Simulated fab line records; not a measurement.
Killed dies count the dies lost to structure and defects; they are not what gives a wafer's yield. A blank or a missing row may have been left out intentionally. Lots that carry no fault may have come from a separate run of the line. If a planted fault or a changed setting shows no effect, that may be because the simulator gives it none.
Chamber matching | flow nand harc | NHARC_A_CONTACT_ALD_18 on ald metal-02: 4 sister chambers
The step deposits TiN, target thk 3 nm, pulse time 1 s, ald cycles 150. 4 wafers are shown with their chamber, then 7 later ones without.

## WAFERS PAIRED WITH THEIR CHAMBERS
wafer  | chamber | heater power w (W)
L078.4 | 3       | 953
L081.4 | 2       | 985
L083.1 | 1       | 1025
L083.2 | 0       | 928

## WAFERS WHOSE CHAMBER IS MISSING
wafer  | heater power w (W)
L083.5 | 951
L088.2 | 948
L088.4 | 952
L088.5 | 965
L090.1 | 1077
L090.3 | 927
L090.5 | 1053

## EACH ONE'S CHAMBER
wafer  | from the rows above          | in truth
L083.5 | can't be placed: 3 or 0 or 2 | 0
L088.2 | can't be placed: 3 or 0 or 2 | 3
L088.4 | can't be placed: 3 or 0 or 2 | 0
L088.5 | can't be placed: 3 or 2 or 0 | 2
L090.1 | can't be placed: 1 or 2      | 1
L090.3 | can't be placed: 0 or 3      | 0
L090.5 | can't be placed: 1 or 2      | 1
Correct placement for 0 of the 7. Not placeable from these rows: 7 (in 7, the candidates include the true chamber). Number placed wrongly: 0.
How it was worked out, from the rows above alone: a wafer's distance from a chamber is the root of the sum, over the readings, of the square of ((its reading less the chamber's mean) divided by the reading's scatter). If the next closest chamber is less than 2 further off than the closest, the wafer can't be placed; otherwise it belongs to the closest. The mean given for a chamber averages the wafers shown for that chamber. The scatter (one wafer shown for each chamber): square how far every hidden wafer sits from the nearest shown wafer, average those squares and take the square root.
